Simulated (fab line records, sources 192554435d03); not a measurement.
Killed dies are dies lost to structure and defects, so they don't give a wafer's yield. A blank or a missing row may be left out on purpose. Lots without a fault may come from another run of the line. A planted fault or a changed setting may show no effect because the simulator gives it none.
fab line records | flow n5_finfet
record lots=5 wafers=15 last_day=17
route steps=1938 shown BEOL_M6@1209
lots that met no fault: from a run of the same line without faults
start_h: hours from the record's first day to the start of the lot's first wafer shown | wait_h: hours since the lot's step before | " the same as in the row above | L1.1+2: a row that stands for several wafers | - no value, or no start given | * or withheld: withheld | < > ~ a bound
route shown NAME@n: a module of which the file shows steps, and the number in the route of the first | usual: mean/standard deviation of fault-free wafers | same: alike in all rows | chamber/n: place in a boat | sites: the reading at each site | _std_site: their standard deviation | _edge_site: outer sites' mean less inner sites' | radius_mm: how far each site lies from the wafer's centre | mask NAME#n: copy n | behind: the tool/chamber that last shaped the wafer | hold: why the lot was held/for how many hours/how that ended | device: the transistor (n, p or np) that didn't switch | end of line: the same wafers' tests at the end of the route | a step without rows: its recipe alone | killed: dies lost to structure and defects at the first sort, not the wafer's yield | map: a wafer's dies, x killed, . not, _ none there
set.NAME: the setting as run; set.NAME@STEP: as run at that earlier step | model.NAME: the simulator's own value behind a step, which no gauge read
lots at some steps of the route; a table a step, a row a wafer
services: from which hour (start_h, from the record's first day; less than 0 if before it) a tool's chamber was out of use, for how many hours, and why
## steps
# step N5_BEOL_M6_INSPECT_13
# recipe mode=adi inspect_instrument=brightfield
# usual raw_defect_count=406/95
# columns lot.wafer tool chamber start_h wait_h raw_defect_count
L075.1 defect_inspect-01 - 191.69 0.0 306
L075.2 " - " " 361
L075.5 " - " " 366
L074.2 defect_inspect-01 - 191.86 0.0 612
L074.3 " - " " 521
L074.6 " - " " 416
L080.2 defect_inspect-01 - 215.58 0.0 353
L080.3 " - " " 433
L080.5 " - " " 335
L083.2 defect_inspect-01 - 235.71 0.0 370
L083.3 " - " " 377
L083.6 " - " " 319
L096.1 defect_inspect-01 - 323.15 0.0 417
L096.2 " - " " 455
L096.6 " - " " 412
# step N5_BEOL_M6_DESCUM_16
# recipe chemistry=O2 time_s=7.9 source_power_w=50 bias_power_w=20 pressure_mtorr=20 rf_frequency_hz=2.712e+07 temp_c=40 resist=CAR-ArF o2_flow_sccm=225
# usual drypump_motor_current_A=5.7/0.45 o2_flow_sccm=225.0/0.67 oes_product_au=0.80/0.07 rf_vpp_V=243.2/1.5 showerhead_plenum_p_Torr=2.09/0.08 temp_c=39.99/0.12 throttle_valve_pct=20.38/0.21
# columns lot.wafer tool chamber start_h wait_h drypump_motor_current_A o2_flow_sccm oes_product_au rf_hours_counter_h rf_vpp_V showerhead_plenum_p_Torr temp_c throttle_valve_pct
L075.1 rie_diel-02 2 191.77 0.1 5.7 224.9 0.90 44 244.9 2.22 39.83 20.48
L075.2 " 1 " " 5.9 225.4 0.72 193 242.1 1.99 39.92 20.44
L075.5 " 3 " " 5.3 225.9 0.83 - 243.8 2.13 39.75 20.38
L074.2 rie_diel-02 2 192.03 0.2 5.6 224.0 0.90 44 246.8 2.22 40.05 20.48
L074.3 " 1 " " 5.9 225.8 0.71 193 241.2 1.99 39.97 20.46
L074.6 " 0 " " 6.8 224.9 0.67 - 241.7 1.98 39.97 20.22
L080.2 rie_diel-04 0 215.77 0.2 5.1 224.6 0.71 231 240.5 1.98 39.92 20.50
L080.3 " 2 " " 6.0 224.6 0.88 56 243.2 2.12 40.03 20.06
L080.5 " 2 " " 6.0 224.1 0.87 - 244.8 2.12 39.98 20.05
L083.2 rie_diel-02 1 235.74 0.0 5.9 224.3 0.70 213 240.8 1.98 39.93 20.48
L083.3 " 3 " " 5.3 224.4 0.80 94 244.0 2.12 39.86 20.40
L083.6 " 1 " " 5.9 224.6 0.70 - 242.0 1.98 40.01 20.49
L096.1 rie_diel-05 2 323.18 0.0 5.8 224.9 0.85 49 242.7 2.05 40.09 20.28
L096.2 " 1 " " 5.9 225.8 0.78 117 242.4 2.11 40.09 20.11
L096.6 " 1 " " 5.9 225.4 0.78 - 243.9 2.11 40.29 20.10
# step N5_BEOL_M6_ETCH_61
# recipe chemistry=CF4 target=SiARC target_depth_a=455 mask_material=CAR-ArF time_s=75.8 ion_energy_ev=80 pressure_mtorr=40 source_w=545 bias_w=36 Ar_flow_sccm=100 cf4_flow_sccm=100 ends=cleared
# usual bias_w=35.99/0.099 drypump_motor_current_A=5.7/0.45 etch_rf_on_time_s=75.2/1.5 oes_product_au=0.69/0.059 rf_vpp_V=184.2/1.3 showerhead_plenum_p_Torr=2.14/0.078 throttle_valve_pct=15.56/0.22
# columns lot.wafer tool chamber start_h wait_h bias_w drypump_motor_current_A etch_rf_on_time_s oes_product_au rf_hours_counter_h rf_vpp_V showerhead_plenum_p_Torr throttle_valve_pct
L075.1 rie_diel-02 2 191.81 0.0 35.84 5.6 73.0 0.78 44 186.0 2.26 15.62
L075.2 " 1 " " 36.05 5.9 74.3 0.62 193 182.7 2.05 15.73
L075.5 " 3 " " 35.81 5.3 73.7 0.70 - 184.2 2.17 15.47
L074.2 rie_diel-02 2 192.07 0.0 35.90 5.6 73.3 0.77 44 185.4 2.26 15.62
L074.3 " 1 " " 35.98 5.9 75.2 0.62 193 183.6 2.05 15.73
L074.6 " 0 " " 36.12 6.8 78.8 0.58 - 182.8 2.03 15.52
L080.2 rie_diel-04 0 215.81 0.0 36.26 5.0 76.1 0.60 231 183.5 2.03 15.72
L080.3 " 2 " " 35.97 6.0 74.0 0.74 56 185.1 2.16 15.20
L080.5 " 2 " " 35.98 6.0 73.5 0.75 - 184.8 2.16 15.22
L083.2 rie_diel-02 1 235.77 0.0 36.11 5.9 74.7 0.60 213 182.0 2.04 15.76
L083.3 " 3 " " 35.89 5.3 75.0 0.68 94 183.3 2.16 15.52
L083.6 " 1 " " 36.18 5.9 74.8 0.61 - 182.8 2.04 15.77
L096.1 rie_diel-05 2 323.22 0.0 35.94 5.8 76.3 0.73 49 183.3 2.09 15.38
L096.2 " 1 " " 36.18 5.9 76.4 0.66 117 184.3 2.15 15.30
L096.6 " 1 " " 35.99 5.9 76.4 0.66 - 183.6 2.15 15.31
# step N5_BEOL_M6_ETCH_62
# recipe chemistry=N2/H2 target=SOC target_depth_a=1100 overetch_a=220 mask_material=SiARC temp_c=40 time_s=165 ion_energy_ev=200 pressure_mtorr=30 source_w=840 bias_w=150 n2_flow_sccm=200 h2_flow_sccm=200
# usual bias_w=150.0/0.43 drypump_motor_current_A=5.7/0.45 oes_product_au=0.68/0.055 rf_vpp_V=523.8/2.9 showerhead_plenum_p_Torr=2.54/0.098 temp_c=40.00/0.12 throttle_valve_pct=17.77/0.23
# columns lot.wafer tool chamber start_h wait_h bias_w drypump_motor_current_A oes_product_au rf_hours_counter_h rf_vpp_V showerhead_plenum_p_Torr temp_c throttle_valve_pct
L075.1 rie_diel-02 2 191.87 0.0 150.3 5.6 0.74 44 527.9 2.69 39.92 17.83
L075.2 " 1 " " 150.2 5.9 0.60 193 521.0 2.41 39.95 17.76
L075.5 " 3 " " 149.7 5.3 0.69 - 524.1 2.58 39.85 17.84
L074.2 rie_diel-02 2 192.12 0.0 150.1 5.6 0.75 44 528.9 2.69 39.86 17.83
L074.3 " 1 " " 150.8 5.9 0.61 193 519.5 2.41 39.78 17.78
L074.6 " 0 " " 149.8 6.8 0.59 - 518.8 2.40 39.84 17.56
L080.2 rie_diel-04 0 215.86 0.0 150.5 5.0 0.60 231 521.0 2.41 40.03 17.96
L080.3 " 2 " " 149.7 6.0 0.73 56 524.4 2.58 40.17 17.47
L080.5 " 2 " " 150.2 6.0 0.73 - 524.5 2.58 40.15 17.45
L083.2 rie_diel-02 1 235.83 0.0 149.9 6.0 0.60 213 520.5 2.40 39.96 17.81
L083.3 " 3 " " 149.5 5.3 0.68 94 525.2 2.57 39.86 17.85
L083.6 " 1 " " 150.2 5.9 0.60 - 520.2 2.40 40.03 17.79
L096.1 rie_diel-05 2 323.27 0.0 150.0 5.8 0.73 49 522.0 2.49 39.94 17.60
L096.2 " 1 " " 150.0 5.9 0.66 118 523.0 2.55 40.00 17.47
L096.6 " 1 " " 150.2 6.0 0.67 - 524.7 2.55 39.97 17.49
# step N5_BEOL_M6_STRIP_68
# recipe chemistry=N2/H2 temp_c=40 n2_flow_sccm=200 h2_flow_sccm=200 rf_frequency_hz=6e+07
# columns lot.wafer tool chamber start_h wait_h
L075.1+2+5 rie_diel-02 2,1,3 192.00 0.1
L074.2+3+6 rie_diel-02 2,1,0 192.26 0.1
L080.2+3+5 rie_diel-04 0,2,2 216.00 0.1
L083.2+3+6 rie_diel-02 1,3,1 235.97 0.1
L096.1+2+6 rie_diel-05 2,1,1 323.41 0.1
# step N5_BEOL_M6_STRIP_67
# recipe chemistry=CF4 resist=SiARC power_w=300 bias_power_w=75 pressure_mtorr=50 cf4_flow_sccm=150 rf_frequency_hz=6e+07
# usual drypump_motor_current_A=5.7/0.45 oes_product_au=0.80/0.065 power_w=300.0/0.9 rf_vpp_V=271.2/1.7 showerhead_plenum_p_Torr=1.79/0.064 throttle_valve_pct=13.53/0.22
# columns lot.wafer tool chamber start_h wait_h drypump_motor_current_A oes_product_au power_w rf_hours_counter_h rf_vpp_V showerhead_plenum_p_Torr throttle_valve_pct
L075.1 rie_diel-02 2 192.01 0.0 5.6 0.89 300.0 44 273.9 1.89 13.55
L075.2 " 1 " " 5.9 0.71 300.6 193 269.0 1.72 13.71
L075.5 " 3 " " 5.3 0.81 301.7 - 271.6 1.81 13.41
L074.2 rie_diel-02 2 192.27 0.0 5.6 0.90 301.1 44 274.0 1.89 13.53
L074.3 " 1 " " 5.9 0.71 300.4 193 269.2 1.72 13.72
L074.6 " 0 " " 6.8 0.69 300.7 - 269.5 1.70 13.56
L080.2 rie_diel-04 0 216.01 0.0 5.1 0.71 300.6 231 269.9 1.70 13.76
L080.3 " 2 " " 6.0 0.87 301.1 57 271.4 1.81 13.19
L080.5 " 2 " " 6.0 0.86 300.2 - 271.8 1.81 13.18
L083.2 rie_diel-02 1 235.98 0.0 5.9 0.71 298.9 213 268.9 1.71 13.78
L083.3 " 3 " " 5.3 0.80 299.5 94 270.3 1.81 13.48
L083.6 " 1 " " 5.9 0.72 299.7 - 269.6 1.71 13.78
L096.1 rie_diel-05 2 323.42 0.0 5.8 0.85 301.4 49 270.3 1.76 13.31
L096.2 " 1 " " 5.9 0.78 299.7 118 271.1 1.81 13.31
L096.6 " 1 " " 5.9 0.78 300.3 - 272.1 1.81 13.32
# step N5_BEOL_M6_HM_OPEN_17
# recipe chemistry=Cl2/BCl3 target_depth_a=200 overetch_a=60 target=TiN mask_material=SOC ion_energy_ev=150 pressure_mtorr=10 icp_w=1000 bias_w=126 Cl2_flow_sccm=53.25 bcl3_flow_sccm=21.75 Ar_flow_sccm=25
# usual bcl3_flow_sccm=21.76/0.073 bias_w=125.9/0.42 drypump_motor_current_A=5.7/0.44 oes_ar_750_au=0.84/0.081 oes_product_au=0.72/0.072 throttle_valve_pct=22.03/0.25
# columns lot.wafer tool chamber start_h wait_h bcl3_flow_sccm bias_w drypump_motor_current_A oes_ar_750_au oes_product_au rf_hours_counter_h throttle_valve_pct
L075.1 rie_metal-02 0 192.05 0.0 21.78 125.5 4.9 0.64 0.54 120 22.52
L075.2 " 1 " " 21.71 126.0 5.6 0.77 0.65 42 22.36
L075.5 " 0 " " 21.79 125.5 4.9 0.64 0.53 - 22.52
L074.2 rie_metal-01 0 192.31 0.0 21.78 125.7 5.5 0.92 0.77 5 21.72
L074.3 " 0 " " 21.82 126.1 5.5 0.92 0.77 - 21.71
L074.6 " 1 " " 21.80 126.0 6.0 0.96 0.83 - 22.02
L080.2 rie_metal-01 0 216.05 0.0 21.82 125.7 5.4 0.92 0.77 7 21.71
L080.3 " 0 " " 21.71 125.8 5.5 0.91 0.77 - 21.69
L080.5 " 0 " " 21.71 125.9 5.5 0.90 0.78 - 21.70
L083.2 rie_metal-02 1 236.02 0.0 21.77 125.5 5.6 0.76 0.65 46 22.37
L083.3 " 0 " " 21.83 125.1 4.9 0.64 0.53 - 22.52
L083.6 " 0 " " 21.71 125.3 4.9 0.64 0.53 - 22.53
L096.1 rie_metal-01 1 323.46 0.0 21.78 125.8 6.0 0.87 0.73 13 22.05
L096.2 " 0 " " 21.59 126.0 5.5 0.86 0.72 16 21.75
L096.6 " 1 " " 21.74 126.0 6.0 0.87 0.74 - 22.05
# step N5_BEOL_M6_STRIP_19
# recipe chemistry=O2 power_w=400 temp_c=40 pressure_mtorr=30 rf_frequency_hz=6e+07 bias_power_w=0 overash_fraction=0.2 o2_flow_sccm=225
# usual drypump_motor_current_A=5.7/0.41 o2_flow_sccm=225.1/0.66 oes_product_au=0.81/0.071 rf_vpp_V=3.7/0.59 showerhead_plenum_p_Torr=2.10/0.076 temp_c=39.99/0.11 throttle_valve_pct=16.60/0.21
# columns lot.wafer tool chamber start_h wait_h drypump_motor_current_A o2_flow_sccm oes_product_au rf_hours_counter_h rf_vpp_V showerhead_plenum_p_Torr temp_c throttle_valve_pct
L075.1 rie_diel-02 0 192.29 0.2 6.8 225.4 0.68 244 3.2 1.98 39.91 16.55
L075.2 " 1 " " 5.9 225.5 0.72 194 3.7 1.99 40.20 16.73
L075.5 " 3 " " 5.3 224.7 0.82 - 2.7 2.13 40.02 16.59
L074.2 rie_diel-05 1 192.44 0.1 5.9 224.5 0.83 72 4.0 2.13 40.02 16.26
L074.3 " 2 " " 5.8 224.7 0.96 2 3.4 2.07 40.07 16.38
L074.6 " 0 " " 5.7 224.3 0.77 - 2.6 2.18 40.21 16.70
L080.2 rie_diel-05 1 216.17 0.1 5.9 224.4 0.81 81 3.5 2.12 39.78 16.27
L080.3 " 3 " " 5.6 225.2 0.85 44 4.2 2.04 40.16 16.78
L080.5 " 0 " " 5.7 224.1 0.75 - 2.7 2.17 40.08 16.69
L083.2 rie_diel-05 0 236.13 0.1 5.7 225.6 0.75 147 3.4 2.17 40.14 16.73
L083.3 " 1 " " 5.9 224.3 0.80 87 3.4 2.12 39.87 16.31
L083.6 " 2 " " 5.8 225.7 0.90 - 3.4 2.06 40.16 16.41
L096.1 rie_diel-04 3 323.57 0.1 5.0 225.2 0.80 114 3.2 2.11 40.19 16.78
L096.2 " 0 " " 5.0 224.3 0.93 14 3.7 2.24 39.88 16.40
L096.6 " 2 " " 6.0 224.1 0.83 - 4.2 2.11 39.99 16.37
# step N5_BEOL_M6_CD_MEAS_18
# recipe pitch_nm=80 target_cd_nm=40
# usual cd_nm=40.2/0.45
# columns lot.wafer tool chamber start_h wait_h cd_nm
L075.1 cd_sem-02 - 192.36 0.0 40.6
L075.2 " - " " 40.7
L075.5 " - " " 41.0
L074.2 cd_sem-01 - 192.51 0.1 40.1
L074.3 " - " " 40.1
L074.6 " - " " 39.5
L080.2 cd_sem-02 - 216.24 0.1 40.1
L080.3 " - " " 40.3
L080.5 " - " " 40.5
L083.2 cd_sem-01 - 236.20 0.1 40.4
L083.3 " - " " 40.6
L083.6 " - " " 40.0
L096.1 cd_sem-02 - 323.64 0.0 39.7
L096.2 " - " " 40.4
L096.6 " - " " 39.9
# step N5_BEOL_M6_COAT_63
# recipe resist=SOC temp_c=250 time_s=60 spin_rpm=1500 resist_thk_nm=60
# usual heater_power_total_W=500.6/1.6 plate_temp_C=249.99/0.18 spin_speed_rpm=1499.9/1
# columns lot.wafer tool chamber start_h wait_h heater_power_total_W plate_temp_C spin_speed_rpm
L075.1 litho_track-04 0 193.83 1.5 498.7 249.85 1500.3
L075.2 " 0 " " 499.2 250.10 1501.1
L075.5 " 0 " " 502.1 249.85 1497.9
L074.2 litho_track-03 0 193.83 1.3 501.1 249.93 1500.6
L074.3 " 0 " " 501.2 250.08 1498.9
L074.6 " 0 " " 500.9 249.76 1499.4
L080.2 litho_track-04 0 217.46 1.2 501.0 250.07 1500.9
L080.3 " 0 " " 501.2 249.84 1499.1
L080.5 " 0 " " 501.8 249.74 1500.1
L083.2 litho_track-03 0 237.84 1.6 500.4 250.10 1499.9
L083.3 " 0 " " 503.2 249.81 1498.5
L083.6 " 0 " " 501.6 249.99 1498.8
L096.1 litho_track-03 0 323.68 0.0 498.6 249.76 1498.1
L096.2 " 0 " " 498.0 249.91 1499.5
L096.6 " 0 " " 499.7 249.95 1498.1
# step N5_BEOL_M6_COAT_64
# recipe resist=SiARC temp_c=220 time_s=60 spin_rpm=1500 resist_thk_nm=12
# usual heater_power_total_W=427.4/2.1 plate_temp_C=220.04/0.14 spin_speed_rpm=1500.1/0.9
# columns lot.wafer tool chamber start_h wait_h heater_power_total_W plate_temp_C spin_speed_rpm
L075.1 litho_track-04 0 - - 429.6 219.76 1500.5
L075.2 " 0 " " 427.8 219.89 1499.6
L075.5 " 0 " " 426.2 219.90 1499.1
L074.2 litho_track-03 0 - - 429.3 219.85 1500.0
L074.3 " 0 " " 428.8 220.10 1499.6
L074.6 " 0 " " 424.8 219.91 1499.7
L080.2 litho_track-04 0 - - 425.0 220.24 1498.7
L080.3 " 0 " " 426.7 219.97 1501.0
L080.5 " 0 " " 429.6 219.92 1499.8
L083.2 litho_track-03 0 - - 424.8 219.96 1502.2
L083.3 " 0 " " 427.9 219.95 1501.3
L083.6 " 0 " " 426.0 219.92 1501.0
L096.1 litho_track-03 0 - - 424.8 219.88 1501.2
L096.2 " 0 " " 429.4 220.21 1501.2
L096.6 " 0 " " 427.8 220.02 1501.8
# step N5_BEOL_M6_COAT_71
# recipe resist=underlayer temp_c=205 time_s=60 spin_rpm=1500 resist_thk_nm=5
# usual heater_power_total_W=391.6/1.2 plate_temp_C=205.02/0.16 spin_speed_rpm=1500.3/0.95
# columns lot.wafer tool chamber start_h wait_h heater_power_total_W plate_temp_C spin_speed_rpm
L075.1 litho_track-04 0 - - 392.7 205.13 1501.7
L075.2 " 0 " " 390.9 205.11 1500.3
L075.5 " 0 " " 391.1 204.92 1501.5
L074.2 litho_track-03 0 - - 389.6 205.28 1499.7
L074.3 " 0 " " 390.1 205.27 1498.3
L074.6 " 0 " " 391.7 205.10 1498.6
L080.2 litho_track-04 0 - - 392.9 205.02 1500.8
L080.3 " 0 " " 391.7 204.96 1499.2
L080.5 " 0 " " 390.1 204.88 1499.8
L083.2 litho_track-03 0 - - 390.4 204.67 1499.9
L083.3 " 0 " " 392.0 205.13 1500.7
L083.6 " 0 " " 391.7 205.07 1499.3
L096.1 litho_track-03 0 - - 390.3 205.35 1499.4
L096.2 " 0 " " 392.9 205.16 1499.2
L096.6 " 0 " " 390.0 205.20 1497.6
# step N5_BEOL_M6_COAT_22
# recipe resist=CAR-EUV spin_rpm=1500 resist_thk_nm=30
# usual spin_speed_rpm=1500.1/0.99
# columns lot.wafer tool chamber start_h wait_h spin_speed_rpm
L075.1 litho_track-04 0 - - 1501.0
L075.2 " 0 " " 1502.9
L075.5 " 0 " " 1502.1
L074.2 litho_track-03 0 - - 1499.3
L074.3 " 0 " " 1500.9
L074.6 " 0 " " 1499.0
L080.2 litho_track-04 0 - - 1500.7
L080.3 " 0 " " 1498.7
L080.5 " 0 " " 1499.8
L083.2 litho_track-03 0 - - 1498.7
L083.3 " 0 " " 1500.4
L083.6 " 0 " " 1498.5
L096.1 litho_track-03 0 - - 1501.2
L096.2 " 0 " " 1500.3
L096.6 " 0 " " 1499.1
# step N5_BEOL_M6_EBR_24
# recipe solvent=PGMEA ebr_width_mm=1.5
# columns lot.wafer tool chamber start_h wait_h
L075.1+2+5 litho_track-04 0 - -
L074.2+3+6 litho_track-03 0 - -
L080.2+3+5 litho_track-04 0 - -
L083.2+3+6 litho_track-03 0 - -
L096.1+2+6 litho_track-03 0 - -
# step N5_BEOL_M6_SOFTBAKE_23
# recipe temp_c=110 time_s=60 resist=CAR-EUV
# usual heater_power_total_W=175.1/1.6 plate_temp_C=109.99/0.12
# columns lot.wafer tool chamber start_h wait_h heater_power_total_W plate_temp_C
L075.1 litho_track-04 0 - - 175.8 110.11
L075.2 " 0 " " 176.9 110.07
L075.5 " 0 " " 177.6 110.07
L074.2 litho_track-03 0 - - 176.6 109.96
L074.3 " 0 " " 173.0 110.08
L074.6 " 0 " " 177.2 110.04
L080.2 litho_track-04 0 - - 173.0 110.03
L080.3 " 0 " " 174.4 109.95
L080.5 " 0 " " 174.4 110.12
L083.2 litho_track-03 0 - - 175.9 110.13
L083.3 " 0 " " 176.4 110.01
L083.6 " 0 " " 176.4 110.10
L096.1 litho_track-03 0 - - 177.6 110.10
L096.2 " 0 " " 173.2 110.16
L096.6 " 0 " " 172.9 110.05
# step N5_BEOL_M6_EXPOSE_25
# recipe mask_id=V5 na=0.33 source_shape=annular sigma_inner=0.4 sigma_outer=0.8 polarization=unpolarized target_cd_nm=40 dose_mj=45
# usual exposure_dose_mJ_cm2=44.90/0.056
# columns lot.wafer tool chamber start_h wait_h mask exposure_dose_mJ_cm2
L075.1 euv_scanner-01 0 194.09 - V5#0 44.92
L075.2 " 0 " " V5#0 44.99
L075.5 " 0 " " V5#0 44.94
L074.2 euv_scanner-02 0 194.27 - V5#0 44.94
L074.3 " 0 " " V5#0 44.90
L074.6 " 0 " " V5#0 44.90
L080.2 euv_scanner-02 0 217.72 - V5#0 44.89
L080.3 " 0 " " V5#0 44.85
L080.5 " 0 " " V5#0 44.83
L083.2 euv_scanner-01 0 237.99 - V5#0 44.90
L083.3 " 0 " " V5#0 44.98
L083.6 " 0 " " V5#0 44.93
L096.1 euv_scanner-01 0 323.81 - V5#0 44.93
L096.2 " 0 " " V5#0 44.88
L096.6 " 0 " " V5#0 44.93
# step N5_BEOL_M6_PEB_26
# recipe peb_temp_c=100 peb_time_s=60 resist=CAR-EUV
# usual heater_power_total_W=154.1/1.1 plate_temp_C=99.96/0.11
# columns lot.wafer tool chamber start_h wait_h heater_power_total_W plate_temp_C
L075.1 litho_track-05 0 194.16 0.1 155.6 100.26
L075.2 " 0 " " 155.1 100.20
L075.5 " 0 " " 155.3 99.96
L074.2 litho_track-04 0 194.33 0.1 154.7 99.99
L074.3 " 0 " " 152.8 99.87
L074.6 " 0 " " 155.1 100.03
L080.2 litho_track-03 0 217.79 0.1 152.6 100.12
L080.3 " 0 " " 153.0 99.98
L080.5 " 0 " " 153.5 99.86
L083.2 litho_track-04 0 238.05 0.1 153.6 99.91
L083.3 " 0 " " 155.6 99.96
L083.6 " 0 " " 153.4 99.92
L096.1 litho_track-05 0 323.88 0.1 152.5 99.91
L096.2 " 0 " " 152.3 100.15
L096.6 " 0 " " 154.7 100.00
# step N5_BEOL_M6_DEVELOP_27
# recipe develop_time_s=30 developer=TMAH resist=CAR-EUV rinse_liquid=surfactant_rinse dry=air_spin dev_temp_c=23
# columns lot.wafer tool chamber start_h wait_h
L075.1+2+5 litho_track-05 0 - -
L074.2+3+6 litho_track-04 0 - -
L080.2+3+5 litho_track-03 0 - -
L083.2+3+6 litho_track-04 0 - -
L096.1+2+6 litho_track-05 0 - -
# step N5_BEOL_M6_CD_MEAS_28
# recipe target_cd_nm=40 landing_energy_ev=500 detector=se_inlens
# usual cd_nm=39.98/0.23
# same landing_energy_ev=500
# columns lot.wafer tool chamber start_h wait_h cd_nm
L075.1 cd_sem-03 0 194.23 - 39.96
L075.2 " 0 " " 40.38
L075.5 " 0 " " 40.48
L074.2 cd_sem-01 0 194.40 - 39.75
L074.3 " 0 " " 39.66
L074.6 " 0 " " 39.54
L080.2 cd_sem-02 0 217.85 - 39.73
L080.3 " 0 " " 40.23
L080.5 " 0 " " 40.08
L083.2 cd_sem-01 0 238.12 - 39.94
L083.3 " 0 " " 39.69
L083.6 " 0 " " 39.93
L096.1 cd_sem-02 0 323.95 - 39.83
L096.2 " 0 " " 39.97
L096.6 " 0 " " 40.25
# step N5_BEOL_M6_OVL_MEAS_29
# recipe points_per_wafer=522
# usual V5_OVL=-0.1/0.71
# columns lot.wafer tool chamber start_h wait_h V5_OVL[nm]
L075.1 overlay-01 0 194.26 0.0 1.0
L075.2 " 0 " " 0.1
L075.5 " 0 " " 0.6
L074.2 overlay-02 0 194.44 0.0 -0.2
L074.3 " 0 " " -1.4
L074.6 " 0 " " -0.7
L080.2 overlay-01 0 217.89 0.0 -1.0
L080.3 " 0 " " -1.8
L080.5 " 0 " " -1.0
L083.2 overlay-01 0 238.16 0.0 0.7
L083.3 " 0 " " 0.3
L083.6 " 0 " " 0.2
L096.1 overlay-02 0 323.98 0.0 -0.4
L096.2 " 0 " " 0.5
L096.6 " 0 " " 0.4
# step N5_BEOL_M6_INSPECT_30
# recipe mode=adi inspect_instrument=brightfield
# usual raw_defect_count=400/98
# columns lot.wafer tool chamber start_h wait_h raw_defect_count
L075.1 defect_inspect-01 - 194.31 0.1 293
L075.2 " - " " 384
L075.5 " - " " 379
L074.2 defect_inspect-01 - 194.49 0.0 585
L074.3 " - " " 505
L074.6 " - " " 432
L080.2 defect_inspect-02 - 217.94 0.0 326
L080.3 " - " " 430
L080.5 " - " " 281
L083.2 defect_inspect-02 - 238.21 0.0 371
L083.3 " - " " 322
L083.6 " - " " 307
L096.1 defect_inspect-02 - 324.04 0.1 378
L096.2 " - " " 416
L096.6 " - " " 390
# step N5_BEOL_M6_DESCUM_33
# recipe chemistry=O2 time_s=7 source_power_w=50 bias_power_w=20 pressure_mtorr=20 rf_frequency_hz=2.712e+07 temp_c=40 resist=CAR-EUV o2_flow_sccm=225
# usual drypump_motor_current_A=5.7/0.46 o2_flow_sccm=225.0/0.85 oes_product_au=0.81/0.072 rf_vpp_V=243.2/1.5 showerhead_plenum_p_Torr=2.10/0.079 temp_c=39.99/0.11 throttle_valve_pct=20.38/0.22
# columns lot.wafer tool chamber start_h wait_h drypump_motor_current_A o2_flow_sccm oes_product_au rf_hours_counter_h rf_vpp_V showerhead_plenum_p_Torr temp_c throttle_valve_pct
L075.1 rie_diel-02 1 194.58 0.3 5.9 225.3 0.71 194 240.6 1.99 39.79 20.45
L075.2 " 0 " " 6.8 224.7 0.68 245 242.7 1.98 40.16 20.22
L075.5 " 2 " " 5.6 225.9 0.90 - 245.7 2.22 40.12 20.48
L074.2 rie_diel-05 3 194.62 0.1 5.6 225.3 0.86 35 243.0 2.04 40.17 20.57
L074.3 " 0 " " 5.7 226.8 0.77 132 244.7 2.17 39.95 20.45
L074.6 " 0 " " 5.7 225.5 0.78 - 244.0 2.17 39.94 20.42
L080.2 rie_diel-05 1 217.98 0.0 5.9 224.9 0.82 81 244.1 2.12 40.03 20.05
L080.3 " 2 " " 5.8 224.1 0.92 12 243.3 2.06 40.10 20.21
L080.5 " 3 " " 5.7 224.9 0.85 - 243.1 2.03 40.04 20.57
L083.2 rie_diel-02 0 238.44 0.2 6.8 225.1 0.99 0 245.7 2.24 39.91 19.88
L083.3 " 3 " " 5.3 226.1 0.79 95 242.7 2.12 40.14 20.41
L083.6 " 3 " " 5.3 225.9 0.80 - 243.5 2.12 40.12 20.39
L096.1 rie_diel-05 3 324.07 0.0 5.6 225.0 0.80 83 242.7 2.02 39.77 20.65
L096.2 " 1 " " 5.9 224.1 0.78 118 244.0 2.11 40.01 20.12
L096.6 " 0 " " 5.7 225.1 0.73 - 244.7 2.16 39.91 20.51
# step N5_BEOL_M6_ETCH_72
# recipe chemistry=N2/H2 target=underlayer target_depth_a=65 mask_material=CAR-EUV time_s=5.2 ion_energy_ev=200 pressure_mtorr=30 source_w=840 bias_w=150 n2_flow_sccm=200 h2_flow_sccm=200 ends=cleared
# usual bias_w=150.0/0.46 drypump_motor_current_A=5.7/0.46 etch_rf_on_time_s=5.15/0.099 oes_product_au=0.69/0.061 rf_vpp_V=524.1/2.9 showerhead_plenum_p_Torr=2.55/0.097 throttle_valve_pct=17.79/0.24
# columns lot.wafer tool chamber start_h wait_h bias_w drypump_motor_current_A etch_rf_on_time_s oes_product_au rf_hours_counter_h rf_vpp_V showerhead_plenum_p_Torr throttle_valve_pct
L075.1 rie_diel-02 1 194.62 0.0 151.2 6.0 5.05 0.63 194 519.4 2.41 17.79
L075.2 " 0 " " 149.4 6.8 5.32 0.57 245 520.2 2.40 17.58
L075.5 " 2 " " 150.0 5.6 4.99 0.79 - 528.2 2.69 17.89
L074.2 rie_diel-05 3 194.66 0.0 150.4 5.6 5.15 0.75 35 523.3 2.49 18.06
L074.3 " 0 " " 150.5 5.7 5.30 0.65 132 526.4 2.66 17.85
L074.6 " 0 " " 150.4 5.7 5.27 0.66 - 525.1 2.65 17.84
L080.2 rie_diel-05 1 218.01 0.0 149.9 5.9 5.29 0.68 81 523.8 2.57 17.46
L080.3 " 2 " " 150.5 5.8 5.23 0.78 12 525.5 2.50 17.57
L080.5 " 3 " " 149.7 5.7 5.23 0.72 - 521.5 2.49 18.11
L083.2 rie_diel-02 0 238.47 0.0 149.3 6.8 5.14 0.85 0 529.1 2.72 17.18
L083.3 " 3 " " 150.6 5.3 5.12 0.68 95 525.1 2.57 17.91
L083.6 " 3 " " 149.5 5.3 5.09 0.69 - 526.3 2.57 17.89
L096.1 rie_diel-05 3 324.10 0.0 149.6 5.6 5.16 0.68 83 520.9 2.47 18.17
L096.2 " 1 " " 149.9 5.9 5.19 0.65 118 526.3 2.55 17.52
L096.6 " 0 " " 149.5 5.7 5.24 0.64 - 526.9 2.63 17.95
## services
# columns tool chamber start_h hours kind
euv_scanner-01 - 171.34 4.6 pm
rie_diel-04 - 173.55 2.8 pm
euv_scanner-02 - 189.34 0.5 repair
rie_diel-02 - 192.50 0.7 repair
rie_diel-04 1 193.71 6.3 repair
rie_diel-02 0 201.88 9.7 repair
euv_scanner-02 - 203.31 1.0 pm
rie_diel-02 0 215.95 - clean
rie_diel-02 0 215.95 - consumable_replace:focus_ring
rie_diel-02 0 215.95 - consumable_replace:showerhead
rie_diel-02 0 215.95 21.3 scheduled_down
rie_diel-02 0 215.95 21.3 vent_cycle
euv_scanner-01 - 228.12 1.0 pm
rie_diel-04 0 233.87 4.2 repair
rie_metal-01 - 234.41 2.8 pm
rie_diel-04 2 248.81 4.0 repair
euv_scanner-02 - 259.46 1.0 pm
rie_diel-04 0 271.54 - clean
euv_scanner-02 - 275.77 5.8 pm
euv_scanner-01 - 284.27 1.0 pm
euv_scanner-02 - 289.67 17.3 pm
rie_diel-04 1 302.10 15.4 repair
euv_scanner-02 - 315.61 1.0 pm
euv_scanner-01 - 317.49 0.7 repair
## key
fault none
